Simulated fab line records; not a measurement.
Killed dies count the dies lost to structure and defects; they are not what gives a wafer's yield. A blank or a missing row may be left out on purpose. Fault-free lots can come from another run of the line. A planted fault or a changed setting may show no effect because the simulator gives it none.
Which of the tools did it?	flow n5Finfet	72 wafers from 24 lots sampled at 6 of the route's 1938 steps

WHAT THE GAUGES SHOWED, per wafer
No reading from a measuring or inspecting step in the record can be judged against a usual standard deviation.

WHICH TOOL RAN EACH LOT (tool, then ch and the chambers of the sampled wafers, then the start)
lot	N5_BEOL_M0_SAQP_CUT_ETCH_46	N5_BEOL_M0_SAQP_ALD_48	N5_BEOL_M0_ETCH_138	N5_BEOL_M0_SURFACE_TREAT_137	N5_BEOL_M0_ANNEAL_135	N5_BEOL_M0_SPUTTER_141
L074	rieDiel-04 ch 0,2,3, day 5 16:53	aldSin-02 ch 0,1,3, day 5 17:37	rieDiel-02 ch 1,2,3, day 5 19:12	pvdSputter-02, day 6 00:53	pvdSputter-02, day 6 01:31	pvdSputter-02, day 6 01:34
L075	rieDiel-03 ch 0,1,2, day 5 23:56	aldSin-04 ch 1,2,3, day 6 00:18	rieDiel-01 ch 1,3, day 6 01:29	pvdSputter-02, day 6 03:42	pvdSputter-03, day 6 04:22	pvdSputter-03, day 6 04:25
L076	rieDiel-03 ch 0,2,3, day 6 06:05	aldSin-04 ch 1,2,3, day 6 07:28	rieDiel-05 ch 0,1,3, day 6 08:59	pvdSputter-02, day 6 14:35	pvdSputter-02, day 6 15:22	pvdSputter-02, day 6 15:24
L077	rieDiel-04 ch 1,2, day 6 11:18	aldSin-01 ch 0,1,3, day 6 11:30	rieDiel-02 ch 2,3, day 6 12:41	pvdSputter-01, day 6 17:40	pvdSputter-03, day 6 18:40	pvdSputter-03, day 6 18:43
L078	rieDiel-06 ch 0,1,2, day 6 21:49	aldSin-01 ch 0,1, day 6 22:17	rieDiel-02 ch 1,3, day 6 23:53	pvdSputter-01, day 7 05:09	pvdSputter-03, day 7 05:43	pvdSputter-03, day 7 05:46
L079	rieDiel-03 ch 0,1,2, day 7 01:03	aldSin-04 ch 0,2,3, day 7 01:15	rieDiel-01 ch 0,1,2, day 7 02:58	pvdSputter-03, day 7 06:21	pvdSputter-01, day 7 06:56	pvdSputter-01, day 7 06:58
L080	rieDiel-03 ch 1,2,3, day 7 14:13	aldSin-01 ch 0,1,2, day 7 14:56	rieDiel-05 ch 0,1,3, day 7 16:14	pvdSputter-01, day 7 19:38	pvdSputter-02, day 7 20:11	pvdSputter-02, day 7 20:13
L081	rieDiel-03 ch 0,2, day 7 15:53	aldSin-01 ch 1,2,3, day 7 16:05	rieDiel-05 ch 0,1, day 7 17:28	pvdSputter-02, day 7 19:28	pvdSputter-01, day 7 20:21	pvdSputter-01, day 7 20:23
L082	rieDiel-03 ch 0,1,3, day 7 19:55	aldSin-02 ch 0,2,3, day 7 20:30	rieDiel-05 ch 0,2, day 7 22:04	pvdSputter-01, day 8 04:31	pvdSputter-02, day 8 05:05	pvdSputter-02, day 8 05:08
L083	rieDiel-03 ch 0,2,3, day 8 01:24	aldSin-04 ch 0,1,2, day 8 02:36	rieDiel-01 ch 0,1,3, day 8 03:55	pvdSputter-02, day 8 06:01	pvdSputter-03, day 8 06:30	pvdSputter-03, day 8 06:32
L084	rieDiel-06 ch 0,1,3, day 8 07:34	aldSin-02 ch 1,2,3, day 8 08:05	rieDiel-01 ch 1,3, day 8 09:21	pvdSputter-02, day 8 12:52	pvdSputter-01, day 8 13:22	pvdSputter-01, day 8 13:24
L085	rieDiel-04 ch 0,1,3, day 8 12:56	aldSin-04 ch 0,1,2, day 8 13:08	rieDiel-05 ch 0,1,3, day 8 15:07	pvdSputter-01, day 8 19:05	pvdSputter-01, day 8 19:41	pvdSputter-01, day 8 19:44
L086	rieDiel-06 ch 0,1, day 8 23:37	aldSin-04 ch 0,2, day 9 00:06	rieDiel-02 ch 0,1,3, day 9 01:26	pvdSputter-01, day 9 05:35	pvdSputter-02, day 9 06:18	pvdSputter-02, day 9 06:20
L087	rieDiel-06 ch 0,2,3, day 9 05:02	aldSin-01 ch 0,1,2, day 9 05:14	rieDiel-01 ch 1,3, day 9 06:46	pvdSputter-01, day 9 10:27	pvdSputter-03, day 9 10:59	pvdSputter-03, day 9 11:01
L088	rieDiel-04 ch 1,3, day 9 10:10	aldSin-01 ch 1,3, day 9 10:25	rieDiel-05 ch 0,1, day 9 11:50	pvdSputter-01, day 9 17:59	pvdSputter-01, day 9 18:34	pvdSputter-01, day 9 18:37
L089	rieDiel-06 ch 2,3, day 9 14:01	aldSin-02 ch 0,2,3, day 9 14:17	rieDiel-01 ch 1,2,3, day 9 15:29	pvdSputter-03, day 9 17:20	pvdSputter-01, day 9 17:52	pvdSputter-01, day 9 17:55
L090	rieDiel-06 ch 0,1,3, day 9 21:40	aldSin-01 ch 0,1,3, day 9 21:52	rieDiel-02 ch 0,2,3, day 9 23:32	pvdSputter-02, day 10 01:44	pvdSputter-03, day 10 02:15	pvdSputter-03, day 10 02:17
L091	rieDiel-04 ch 0,3, day 10 05:51	aldSin-01 ch 0,1,3, day 10 06:03	rieDiel-01 ch 0,1,2, day 10 07:18	pvdSputter-03, day 10 10:58	pvdSputter-01, day 10 11:43	pvdSputter-01, day 10 11:46
L092	rieDiel-06 ch 0,3, day 10 09:47	aldSin-04 ch 1,2,3, day 10 10:00	rieDiel-01 ch 1,2,3, day 10 11:22	pvdSputter-01, day 10 17:13	pvdSputter-01, day 10 17:44	pvdSputter-01, day 10 17:47
L093	rieDiel-04 ch 0,3, day 10 17:20	aldSin-04 ch 1,2,3, day 10 17:42	rieDiel-02 ch 1,2, day 10 19:01	pvdSputter-02, day 10 21:35	pvdSputter-01, day 10 22:22	pvdSputter-01, day 10 22:24
L094	rieDiel-03 ch 1,2, day 10 20:23	aldSin-01 ch 1,2,3, day 10 20:35	rieDiel-02 ch 0,2,3, day 10 21:54	pvdSputter-01, day 11 00:50	pvdSputter-01, day 11 01:34	pvdSputter-01, day 11 01:36
L095	rieDiel-03 ch 0,2, day 10 20:56	aldSin-01 ch 1,2,3, day 10 21:08	rieDiel-02 ch 1,3, day 10 22:54	pvdSputter-03, day 11 03:09	pvdSputter-02, day 11 04:56	pvdSputter-02, day 11 04:59
L096	rieDiel-06 ch 1,2,3, day 11 11:33	aldSin-02 ch 0,3, day 11 12:32	rieDiel-05 ch 0,1,2, day 11 14:09	pvdSputter-02, day 11 16:18	pvdSputter-03, day 11 17:00	pvdSputter-03, day 11 17:02
L097	rieDiel-03 ch 0,1,2, day 11 17:46	aldSin-02 ch 0,3, day 11 18:13	rieDiel-05 ch 0,2,3, day 11 19:31	pvdSputter-03, day 11 23:18	pvdSputter-03, day 11 23:59	pvdSputter-03, day 12 00:01
- N5_BEOL_M0_SAQP_CUT_ETCH_46: etches SOC in N2/H2, target depth 135 nm, overetch 27 nm, time 202.5 s.
- N5_BEOL_M0_SAQP_ALD_48: deposits SiO2, target thk 20 nm, pulse time 1 s, co reactant pulse time 1 s.
- N5_BEOL_M0_ETCH_138: etches SiCN in CH3F/O2, target depth 12 nm, time 31.6 s.
- N5_BEOL_M0_SURFACE_TREAT_137
- N5_BEOL_M0_ANNEAL_135: time 60 s.
- N5_BEOL_M0_SPUTTER_141: material Cu, target thk 4 nm, time 7.37 s.

WHAT THE TOOLS THEMSELVES READ (means of the sampled wafers that have a number; where no wafer has one, the mark that the record gives instead)
N5_BEOL_M0_SAQP_CUT_ETCH_46. Usual: drypumpMotorCurrentA 5.9 A, standard deviation 0.34; h2FlowSccm 200.0 sccm, standard deviation 0.56; rfVppV 522.5 V, standard deviation 2.5; showerheadPlenumPTorr 2.48 Torr, standard deviation 0.09; throttleValvePct 17.76 %, standard deviation 0.24.
lot	tool	drypumpMotorCurrentA (A)	h2FlowSccm (sccm)	rfVppV (V)	showerheadPlenumPTorr (Torr)	throttleValvePct (%)	flag
L074	rieDiel-04	5.7	199.3	522.4	2.46	17.65	
L075	rieDiel-03	6.0	200.0	522.7	2.50	17.83	
L076	rieDiel-03	6.0	199.9	522.8	2.50	17.71	
L077	rieDiel-04	6.2	199.7	526.3	2.62	17.66	
L078	rieDiel-06	5.9	199.6	523.0	2.50	17.89	
L079	rieDiel-03	6.0	200.5	523.0	2.50	17.85	
L080	rieDiel-03	5.9	200.5	521.0	2.43	17.74	
L081	rieDiel-03	6.1	199.8	525.2	2.55	17.84	
L082	rieDiel-03	5.6	200.1	522.0	2.47	17.91	
L083	rieDiel-03	6.0	200.5	522.7	2.49	17.73	
L084	rieDiel-06	5.9	200.8	521.2	2.44	17.83	
L085	rieDiel-04	5.7	199.9	522.3	2.46	17.50	
L086	rieDiel-06	6.0	199.6	522.1	2.46	17.89	
L087	rieDiel-06	5.8	200.0	522.0	2.48	17.85	
L088	rieDiel-04	5.8	200.6	521.1	2.43	17.48	
L089	rieDiel-06	5.9	199.9	523.4	2.49	17.78	
L090	rieDiel-06	5.9	199.8	520.5	2.44	17.83	
L091	rieDiel-04	5.6	199.7	518.9	2.36	17.51	
L092	rieDiel-06	5.7	200.4	519.9	2.40	17.84	
L093	rieDiel-04	5.6	200.0	519.6	2.36	17.52	
L094	rieDiel-03	6.2	199.8	521.9	2.45	17.44	
L095	rieDiel-03	6.0	199.7	523.4	2.54	17.73	
L096	rieDiel-06	6.0	200.5	523.3	2.50	17.72	
L097	rieDiel-03	6.0	199.7	522.8	2.48	17.76	

N5_BEOL_M0_SAQP_ALD_48. Usual: heaterPowerW 76 W, standard deviation 6.6; precursorPulseHeightRel 1.000, standard deviation 0.021.
lot	tool	heaterPowerW (W)	precursorPulseHeightRel	flag
L074	aldSin-02	73	1.002	
L075	aldSin-04	81	1.007	
L076	aldSin-04	81	0.992	
L077	aldSin-01	76	1.004	
L078	aldSin-01	74	1.010	
L079	aldSin-04	79	0.998	
L080	aldSin-01	77	0.997	
L081	aldSin-01	78	1.001	
L082	aldSin-02	77	1.019	
L083	aldSin-04	73	0.981	
L084	aldSin-02	75	0.990	
L085	aldSin-04	74	0.992	
L086	aldSin-04	72	0.997	
L087	aldSin-01	77	1.003	
L088	aldSin-01	79	1.021	
L089	aldSin-02	77	0.967	
L090	aldSin-01	77	0.993	
L091	aldSin-01	76	0.998	
L092	aldSin-04	81	1.006	
L093	aldSin-04	82	1.000	
L094	aldSin-01	77	1.042	
L095	aldSin-01	77	0.999	
L096	aldSin-02	71	0.996	
L097	aldSin-02	72	0.962	

N5_BEOL_M0_ETCH_138. Usual: CH3F_flow_sccm 30.01 sccm, standard deviation 0.084; drypumpMotorCurrentA 5.4 A, standard deviation 0.42; etchRfOnTimeS 29.2 s, standard deviation 0.97; oesProductAu 0.69 a.u., standard deviation 0.054; rfVppV 298.2 V, standard deviation 1.5; showerheadPlenumPTorr 2.04 Torr, standard deviation 0.07; throttleValvePct 16.29 %, standard deviation 0.22.
lot	tool	CH3F_flow_sccm (sccm)	drypumpMotorCurrentA (A)	etchRfOnTimeS (s)	oesProductAu (a.u.)	rfVppV (V)	showerheadPlenumPTorr (Torr)	throttleValvePct (%)	flag
L074	rieDiel-02	30.03	5.5	28.7	0.70	298.9	2.10	16.31	
L075	rieDiel-01	30.02	5.7	29.7	0.71	299.0	2.06	16.53	
L076	rieDiel-05	30.05	5.4	29.0	0.74	297.7	2.03	16.18	
L077	rieDiel-02	30.04	6.0	28.8	0.72	298.7	2.10	16.33	
L078	rieDiel-02	29.91	5.1	29.1	0.68	299.0	2.08	16.33	
L079	rieDiel-01	29.94	5.6	29.0	0.69	297.2	2.00	16.28	
L080	rieDiel-05	29.96	5.4	28.2	0.72	298.4	2.02	16.20	
L081	rieDiel-05	29.97	5.5	28.6	0.70	298.5	2.05	16.09	
L082	rieDiel-05	30.00	5.3	29.3	0.65	297.3	2.01	16.32	
L083	rieDiel-01	30.08	5.8	29.1	0.67	297.4	2.01	16.54	
L084	rieDiel-01	30.05	5.7	30.0	0.72	299.5	2.09	16.53	
L085	rieDiel-05	30.02	5.4	28.5	0.71	298.1	2.02	16.23	
L086	rieDiel-02	30.05	5.0	29.8	0.66	298.4	2.04	16.30	
L087	rieDiel-01	30.05	5.7	29.2	0.67	297.7	2.06	16.60	
L088	rieDiel-05	29.92	5.5	28.7	0.72	296.1	2.00	16.25	
L089	rieDiel-01	30.09	5.5	29.3	0.68	298.8	2.05	16.36	
L090	rieDiel-02	30.07	5.5	28.5	0.67	297.9	2.04	16.31	
L091	rieDiel-01	30.10	5.6	29.1	0.74	299.0	2.08	16.15	
L092	rieDiel-01	30.00	5.5	29.2	0.68	298.5	2.04	16.37	
L093	rieDiel-02	30.09	5.4	31.0	0.68	299.9	2.12	16.36	
L094	rieDiel-02	30.00	5.5	28.1	0.66	298.1	2.04	16.33	
L095	rieDiel-02	29.95	5.1	29.5	0.65	297.0	2.04	16.42	
L096	rieDiel-05	29.98	5.4	28.0	0.72	297.2	2.02	16.12	
L097	rieDiel-05	30.01	5.2	28.3	0.74	297.7	1.99	16.23	

N5_BEOL_M0_ANNEAL_135. Usual: heaterPowerW 797 W, standard deviation 82.
lot	tool	heaterPowerW (W)	flag
L074	pvdSputter-02	851	
L075	pvdSputter-03	700	
L076	pvdSputter-02	838	
L077	pvdSputter-03	692	
L078	pvdSputter-03	769	
L079	pvdSputter-01	809	
L080	pvdSputter-02	844	
L081	pvdSputter-01	830	
L082	pvdSputter-02	840	
L083	pvdSputter-03	792	
L084	pvdSputter-01	803	
L085	pvdSputter-01	803	
L086	pvdSputter-02	867	
L087	pvdSputter-03	781	
L088	pvdSputter-01	774	
L089	pvdSputter-01	794	
L090	pvdSputter-03	809	
L091	pvdSputter-01	759	
L092	pvdSputter-01	779	
L093	pvdSputter-01	801	
L094	pvdSputter-01	854	
L095	pvdSputter-02	855	
L096	pvdSputter-03	786	
L097	pvdSputter-03	668	

N5_BEOL_M0_SPUTTER_141. Usual: chuckSensorTempC -15.7 C, standard deviation 0.4; throttleValvePct 29.8 %, standard deviation 0.85.
lot	tool	chuckSensorTempC (C)	throttleValvePct (%)	flag
L074	pvdSputter-02	-15.8	29.8	
L075	pvdSputter-03	-15.4	30.2	
L076	pvdSputter-02	-15.9	29.1	
L077	pvdSputter-03	-15.5	29.7	
L078	pvdSputter-03	-15.1	29.9	
L079	pvdSputter-01	-15.9	29.5	
L080	pvdSputter-02	-15.7	29.2	
L081	pvdSputter-01	-16.0	30.6	
L082	pvdSputter-02	-15.7	29.4	
L083	pvdSputter-03	-15.1	30.2	
L084	pvdSputter-01	-15.8	30.1	
L085	pvdSputter-01	-15.8	30.2	
L086	pvdSputter-02	-16.0	28.8	
L087	pvdSputter-03	-15.0	30.0	
L088	pvdSputter-01	-16.0	30.3	
L089	pvdSputter-01	-15.9	29.2	
L090	pvdSputter-03	-15.2	30.1	
L091	pvdSputter-01	-15.9	29.5	
L092	pvdSputter-01	-15.9	29.7	
L093	pvdSputter-01	-16.2	29.4	
L094	pvdSputter-01	-15.9	29.8	
L095	pvdSputter-02	-15.9	29.3	
L096	pvdSputter-03	-15.2	29.7	
L097	pvdSputter-03	-15.4	30.0	

THE ANSWER, worked out from the rows above alone
Rule: lot off if the mean of its wafers having a number is beyond 3 standard deviations from the usual mean. A lot without any number at a reading at which 4 lots or more have one is off too. The other lots that the step has rows for count as sound. Order of review: gauges by route order, followed by the tools' own readings, for which a lot's mean as printed above is used. At the first step where some lot is off, the reading lying furthest off is the one used; lots without a number count as furthest.
None of the lots is off at any reading shown; this tells nothing.

WHAT HAD BEEN PUT IN BY THE SIMULATOR
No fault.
